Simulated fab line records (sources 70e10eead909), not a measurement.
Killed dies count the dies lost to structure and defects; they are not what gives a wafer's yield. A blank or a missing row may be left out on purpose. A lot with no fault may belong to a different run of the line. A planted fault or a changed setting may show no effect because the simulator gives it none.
fab line records | flow nandHarc
[record] lots = 13 wafers = 39 lastDay = 33
route steps=1302 shown P_ZERO_WELL@16 P_STI@83
lots that met no fault: taken from a fault-free run of the same line
startH: the number of hours between the record's first day and the start of the first shown wafer of the lot | waitH: how many hours have passed since the lot's step before this one | " identical to the entry in the row above | L1.1+2: several wafers, shown together as one row | - no value, or no start was given | * or withheld: withheld | < > ~ a bound
route shown NAME@n: NAME is a module with steps in the file, n the number in the route of the first one | usual: the fault-free wafers' mean and standard deviation | same: alike in all rows | chamber/n: place in a boat | sites: each site's reading | _std_site: the values' standard deviation | _edge_site: outer sites' mean less inner sites' | radiusMm: how far each site lies from the wafer's centre | mask NAME#n: copy n | behind: the last tool/chamber to shape the wafer | hold: what put the lot on hold/how long, in hours/how the hold closed | device: whichever transistor did not switch (one of n, p or np) | end of line: at the end of the route, the tests of the same wafers | where a step has no rows: the recipe by itself | killed: dies that structure and defects cost at the first sort, which is not the same as the wafer's yield | map: the dies of a wafer, with x for killed, . for not killed, _ for no die there
set.NAME: the setting that was run; set.NAME@STEP: the one run at that earlier step | model.NAME: the simulator's own value behind a step, which no gauge read
a sample of lots followed through the steps of the route, with each step as a table and each wafer as a row
services: the hour from which a tool's chamber was out of use, counted from the record's first day as startH (under 0 if before that day), plus the number of hours and why
[[steps]]
[step NHARC_P_ZERO_WELL_DESCUM_13]
[recipe] timeS = 3 o2FlowSccm = 200 arFlowSccm = 0 biasPowerW = 0 chemistry = O2
[usual] drypumpMotorCurrentA = 5.9/0.45 o2FlowSccm = 200.0/0.54 oesProductAu = 1.002/0.0094 rfVppV = 57.6/0.89 showerheadPlenumPTorr = 1.87/0.11 throttleValvePct = 11.312/0.0098
// columns lot.wafer tool chamber startH waitH drypumpMotorCurrentA o2FlowSccm oesProductAu rfHoursCounterH rfVppV showerheadPlenumPTorr throttleValvePct
L419.3 rieDiel-03 3 21.42 - 6.7 198.9 1.011 28 58.1 1.80 11.310
L419.1 " 0 " " 5.7 200.1 0.980 21 57.1 1.82 11.308
L419.4 " 3 " " 6.6 199.7 1.006 - 57.0 1.80 11.320
L420.3 rieDiel-03 3 31.40 - 6.7 200.5 1.016 31 57.7 1.80 11.306
L420.1 " 0 " " 5.7 199.2 0.989 25 57.6 1.82 11.310
L420.2 " 1 " " 6.1 200.1 0.992 25 56.1 1.81 11.315
L423.4 rieDiel-07 3 61.40 - 6.1 199.6 1.003 35 58.9 2.01 11.311
L423.3 " 2 " " 5.7 199.1 0.992 34 56.8 1.82 11.320
L423.6 " 3 " " 6.1 200.5 1.016 - 57.3 2.01 11.300
L425.3 rieDiel-07 2 81.41 - 5.7 198.8 0.997 42 57.2 1.82 11.311
L425.1 " 3 " " 6.1 199.7 0.997 44 57.7 2.01 11.311
L425.6 " 1 " " 5.8 201.0 1.005 - 57.1 1.78 11.323
L426.2 rieDiel-07 2 91.28 - 5.7 199.5 0.997 44 57.4 1.82 11.297
L426.1 " 3 " " 6.1 201.0 1.005 47 57.1 2.01 11.301
L426.5 " 2 " " 5.7 198.6 0.997 - 58.7 1.82 11.298
L428.1 rieDiel-05 1 111.42 - 5.5 200.0 0.999 15 57.0 1.85 11.304
L428.3 " 0 " " 4.7 200.3 0.994 15 59.9 1.99 11.317
L428.5 " 1 " " 5.5 199.8 1.006 - 57.9 1.85 11.311
L432.2 rieDiel-03 3 151.48 - 6.7 199.9 1.004 18 57.5 1.78 11.307
L432.5 " 1 " " 6.1 199.7 0.982 - 57.7 1.80 11.305
L432.4 " 2 " " 6.1 199.8 1.006 - 57.9 2.07 11.321
L433.3 rieDiel-05 2 161.39 - 6.2 199.4 1.004 34 58.4 1.77 11.317
L433.4 " 3 " " 5.3 199.6 0.999 20 58.4 1.97 11.319
L433.5 " 3 " " 5.3 200.0 1.008 - 58.5 1.97 11.307
L436.4 rieDiel-05 3 191.41 - 5.3 200.0 1.013 32 59.7 1.96 11.306
L436.2 " 1 " " 5.5 200.0 1.000 46 55.5 1.84 11.299
L436.5 " 2 " " 6.2 200.5 0.998 - 57.1 1.76 11.323
L439.1 rieDiel-07 3 221.40 - 6.1 200.1 0.986 33 56.6 1.99 11.312
L439.4 " 0 " " 5.9 200.2 1.002 25 57.9 2.01 11.326
L439.2 " 1 " " 5.8 201.5 1.026 34 58.7 1.76 11.303
L440.3 rieDiel-07 2 231.27 - 5.7 199.5 1.004 36 58.0 1.80 11.328
L440.2 " 1 " " 5.8 199.4 1.014 37 56.0 1.76 11.320
L440.6 " 2 " " 5.7 199.4 1.001 - 57.5 1.80 11.315
L441.1 rieDiel-07 3 241.40 - 6.1 200.5 0.985 39 59.0 1.99 11.322
L441.6 " 2 " " 5.7 200.6 0.988 - 57.5 1.80 11.302
L441.5 " 3 " " 6.1 200.0 0.998 - 58.7 1.99 11.298
L442.3 rieDiel-03 1 251.43 - 6.1 200.6 1.007 44 57.2 1.79 11.303
L442.4 " 3 " " 6.6 200.8 1.001 - 57.1 1.77 11.327
L442.6 " 1 " " 6.0 200.2 0.995 - 57.1 1.79 11.300
[step NHARC_P_ZERO_WELL_DESCUM_26]
[recipe] timeS = 3 o2FlowSccm = 200 arFlowSccm = 0 biasPowerW = 0 chemistry = O2
[usual] drypumpMotorCurrentA = 5.9/0.48 o2FlowSccm = 200.1/0.54 oesProductAu = 0.998/0.0097 rfVppV = 57.6/0.98 showerheadPlenumPTorr = 1.88/0.11 throttleValvePct = 11.310/0.0091
// columns lot.wafer tool chamber startH waitH drypumpMotorCurrentA o2FlowSccm oesProductAu rfHoursCounterH rfVppV showerheadPlenumPTorr throttleValvePct
L419.3 rieDiel-03 1 22.66 - 6.1 200.4 1.003 21 57.3 1.81 11.305
L419.1 " 0 " " 5.7 200.3 0.985 21 58.7 1.82 11.316
L419.4 " 1 " " 6.1 201.0 0.998 - 58.7 1.81 11.335
L420.1 rieDiel-03 2 32.62 - 6.1 200.8 1.012 28 58.4 1.78 11.312
L420.2 " 0 " " 5.7 199.4 0.971 25 56.9 1.82 11.300
L420.3 " 1 " " 6.1 199.5 0.996 25 56.8 1.81 11.321
L423.3 rieDiel-07 3 62.94 - 6.1 200.1 1.006 35 58.7 2.01 11.305
L423.4 " 2 " " 5.7 200.8 1.005 35 57.1 1.82 11.318
L423.6 " 0 " " 6.0 200.3 1.001 - 56.9 2.02 11.323
L425.1 rieDiel-07 0 83.26 - 6.0 200.2 0.998 46 57.7 2.02 11.311
L425.3 " 1 " " 5.8 200.8 0.996 42 56.7 1.77 11.308
L425.6 " 0 " " 6.0 199.8 1.004 - 58.5 2.02 11.315
L426.2 rieDiel-03 0 92.48 - 5.7 200.3 0.983 43 57.9 1.81 11.318
L426.1 " 1 " " 6.1 199.8 0.986 47 57.2 1.80 11.313
L426.5 " 1 " " 6.1 199.8 1.005 - 57.9 1.80 11.310
L428.3 rieDiel-07 2 112.89 - 5.7 200.7 0.992 50 56.5 1.82 11.317
L428.1 " 3 " " 6.1 200.6 0.994 54 57.3 2.00 11.311
L428.5 " 1 " " 5.8 199.8 0.992 - 56.1 1.77 11.301
L432.2 rieDiel-07 3 153.02 - 6.1 199.3 0.983 11 56.8 2.00 11.306
L432.5 " 1 " " 5.8 200.0 1.000 - 56.9 1.77 11.325
L432.4 " 3 " " 6.2 199.7 0.989 - 58.9 2.00 11.297
L433.4 rieDiel-07 0 162.69 - 5.9 199.7 0.999 3 58.7 2.02 11.317
L433.3 " 1 " " 5.8 200.6 1.011 13 56.7 1.77 11.308
L433.5 " 0 " " 5.9 199.5 0.982 - 57.9 2.02 11.312
L436.2 rieDiel-07 1 192.62 - 5.8 199.8 1.008 26 55.5 1.76 11.310
L436.4 " 0 " " 5.9 200.2 0.993 15 57.4 2.01 11.323
L436.5 " 1 " " 5.8 199.0 1.007 - 55.8 1.77 11.328
L439.1 rieDiel-03 1 222.87 - 6.1 200.4 0.993 33 57.4 1.79 11.305
L439.2 " 2 " " 6.1 200.0 1.016 34 58.6 2.07 11.285
L439.4 " 2 " " 6.0 200.3 1.011 - 57.8 2.07 11.334
L440.2 rieDiel-03 3 232.61 - 6.7 199.6 1.008 40 58.0 1.78 11.323
L440.3 " 3 " " 6.6 200.2 1.005 - 55.7 1.78 11.317
L440.6 " 3 " " 6.6 199.7 0.997 - 56.9 1.78 11.318
L441.1 rieDiel-05 0 242.67 - 4.7 199.5 0.999 2 58.4 1.98 11.321
L441.5 " 2 " " 6.1 199.6 1.001 - 57.4 2.08 11.320
L441.6 " 0 " " 4.7 200.0 0.998 - 57.0 1.98 11.313
L442.3 rieDiel-03 2 253.00 - 6.1 199.4 1.009 42 58.7 2.06 11.315
L442.4 " 1 " " 6.1 199.9 0.991 - 57.1 1.79 11.294
L442.6 " 2 " " 6.1 198.6 1.012 - 59.0 2.06 11.308
[step NHARC_P_ZERO_WELL_EXPOSE_34]
[recipe] na = 0.6 targetCdNm = 720 doseMj = 22.31 maskId = P_PWELL
// columns lot.wafer tool chamber startH waitH mask
L419.1+3+4 krfScanner-02 0 24.00 - P_PWELL#0
L420.1+2+3 krfScanner-02 0 33.81 - P_PWELL#0
L423.3+4+6 krfScanner-01 0 64.15 - P_PWELL#0
L425.1+3+6 krfScanner-01 0 84.59 - P_PWELL#0
L426.1+2+5 krfScanner-01 0 93.67 - P_PWELL#0
L428.1+3+5 krfScanner-01 0 114.26 - P_PWELL#0
L432.2+4+5 krfScanner-02 0 154.91 - P_NWELL#0
L433.3+4+5 krfScanner-01 0 164.00 - P_PWELL#0
L436.2+4+5 krfScanner-03 0 193.94 - P_PWELL#0
L439.1+2+4 krfScanner-02 0 224.25 - P_PWELL#0
L440.2+3+6 krfScanner-01 0 234.01 - P_PWELL#0
L441.1+5+6 krfScanner-02 0 244.00 - P_PWELL#0
L442.3+4+6 krfScanner-02 0 254.22 - P_PWELL#0
[step NHARC_P_ZERO_WELL_CD_MEAS_37]
[recipe] targetCdNm = 720 landingEnergyEv = 500
[usual] cdNm = 720.0/1.7
// columns lot.wafer tool chamber startH waitH cdNm
L419.1 cdSem-01 0 24.16 - 720.3
L419.3 " 0 " " 718.0
L419.4 " 0 " " 719.8
L420.1 cdSem-03 0 33.97 - 720.7
L420.2 " 0 " " 720.1
L420.3 " 0 " " 718.0
L423.3 cdSem-01 0 64.31 - 720.8
L423.4 " 0 " " 721.3
L423.6 " 0 " " 721.3
L425.1 cdSem-03 0 84.75 - 720.0
L425.3 " 0 " " 720.0
L425.6 " 0 " " 723.3
L426.1 cdSem-01 0 93.83 - 720.5
L426.2 " 0 " " 722.4
L426.5 " 0 " " 722.7
L428.1 cdSem-01 0 114.41 - 720.9
L428.3 " 0 " " 717.8
L428.5 " 0 " " 721.1
L432.2 cdSem-01 0 155.06 - -
L432.4 " 0 " " -
L432.5 " 0 " " -
L433.3 cdSem-02 0 164.15 - 720.5
L433.4 " 0 " " 719.4
L433.5 " 0 " " 719.8
L436.2 cdSem-01 0 194.10 - 719.0
L436.4 " 0 " " 719.8
L436.5 " 0 " " 721.2
L439.1 cdSem-03 0 224.41 - 719.4
L439.2 " 0 " " 717.5
L439.4 " 0 " " 719.9
L440.2 cdSem-03 0 234.17 - 721.1
L440.3 " 0 " " 720.4
L440.6 " 0 " " 720.6
L441.1 cdSem-03 0 244.16 - 721.7
L441.5 " 0 " " 722.1
L441.6 " 0 " " 718.8
L442.3 cdSem-02 0 254.37 - 721.5
L442.4 " 0 " " 720.1
L442.6 " 0 " " 718.7
[step NHARC_P_STI_CD_MEAS_09]
[recipe] targetCdNm = 200 landingEnergyEv = 500
[usual] cdNm = 199.7/2.7
// columns lot.wafer tool chamber startH waitH cdNm
L419.1 cdSem-01 0 44.95 - 197.3
L419.3 " 0 " " 201.9
L419.4 " 0 " " 199.8
L420.1 cdSem-03 0 53.64 - 199.2
L420.2 " 0 " " 201.7
L420.3 " 0 " " 204.6
L423.3 cdSem-02 0 84.60 - 196.9
L423.4 " 0 " " 202.4
L423.6 " 0 " " 199.4
L425.1 cdSem-03 0 106.67 - 196.0
L425.3 " 0 " " 201.0
L425.6 " 0 " " 195.9
L426.1 cdSem-02 0 114.43 - 201.7
L426.2 " 0 " " 200.9
L426.5 " 0 " " 203.4
L428.1 cdSem-01 0 132.96 - 198.1
L428.3 " 0 " " 206.2
L428.5 " 0 " " 198.5
L433.3 cdSem-01 0 182.09 - 200.4
L433.4 " 0 " " 199.1
L433.5 " 0 " " 201.9
L436.2 cdSem-02 0 214.35 - 199.5
L436.4 " 0 " " 198.4
L436.5 " 0 " " 204.3
L439.1 cdSem-01 0 245.58 - 200.6
L439.2 " 0 " " 202.9
L439.4 " 0 " " 199.3
L440.2 cdSem-03 0 255.80 - 193.3
L440.3 " 0 " " 198.3
L440.6 " 0 " " 197.5
L441.1 cdSem-02 0 267.81 - 196.3
L441.5 " 0 " " 196.1
L441.6 " 0 " " 199.0
L442.3 cdSem-01 0 274.23 - 202.7
L442.4 " 0 " " 203.3
L442.6 " 0 " " 199.3
[[services]]
// columns tool chamber startH hours kind
krfScanner-01 - 11.40 4.0 pm
rieDiel-05 2 13.07 15.0 repair
rieDiel-03 2 16.97 13.9 repair
rieDiel-03 - 27.71 3.6 repair
rieDiel-05 - 45.78 1.8 repair
rieDiel-05 1 50.35 2.6 repair
rieDiel-05 - 52.61 9.0 pm
rieDiel-07 1 69.55 7.0 repair
rieDiel-03 0 81.32 4.6 repair
krfScanner-02 - 94.00 4.0 pm
rieDiel-07 0 103.64 51.8 repair
rieDiel-03 - 104.30 9.0 pm
rieDiel-05 3 110.30 36.0 repair
krfScanner-02 - 111.37 2.0 repair
rieDiel-07 - 117.20 9.0 pm
rieDiel-03 0 139.65 14.3 repair
rieDiel-03 2 176.28 13.0 repair
krfScanner-01 - 183.40 4.0 pm
rieDiel-05 1 204.70 8.6 repair
krfScanner-02 - 208.31 0.4 repair
rieDiel-03 3 215.64 8.2 repair
rieDiel-05 - 229.75 9.0 pm
rieDiel-03 0 230.86 22.7 repair
rieDiel-03 2 231.52 3.4 repair
[[key]]
[firstSign] step = NHARC_P_ZERO_WELL_EXPOSE_34 reading = mask direction = changed
[effect] step = NHARC_P_ZERO_WELL_CD_MEAS_37 reading = cdNm direction = missing
metAt NHARC_P_ZERO_WELL_EXPOSE_34
struckLots L432
laterRowsLeftOut L432.2,L432.4,L432.5
sortLeftOut L432.2,L432.4,L432.5
testerLeftOut L432
notActingAt NHARC_P_ZERO_WELL_DESCUM_13,NHARC_P_ZERO_WELL_DESCUM_26,NHARC_P_STI_CD_MEAS_09
onsetBetween 33.81 154.91
[fault] kind = wrongMask tool = any chamber = - onsetH = 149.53 steps = NHARC_P_ZERO_WELL_EXPOSE_34 auxCopy = P_NWELL#0 scope = struckLotsOnly
// testerLeftOut: of these lots the tester's yield and bins aren't shown, on N5 and GAA mostly nor the transistor test; their killed dies are dies lost to structure and defects alone, not to doping, threshold or leakage, so they don't give the yield
// sortLeftOut: the simulated sort isn't trusted on such a fault, so these wafers' sort isn't shown, and their yield isn't known
// laterRowsLeftOut: the simulator's readings of these wafers behind a module that went badly wrong aren't trusted and aren't shown, but for the sort
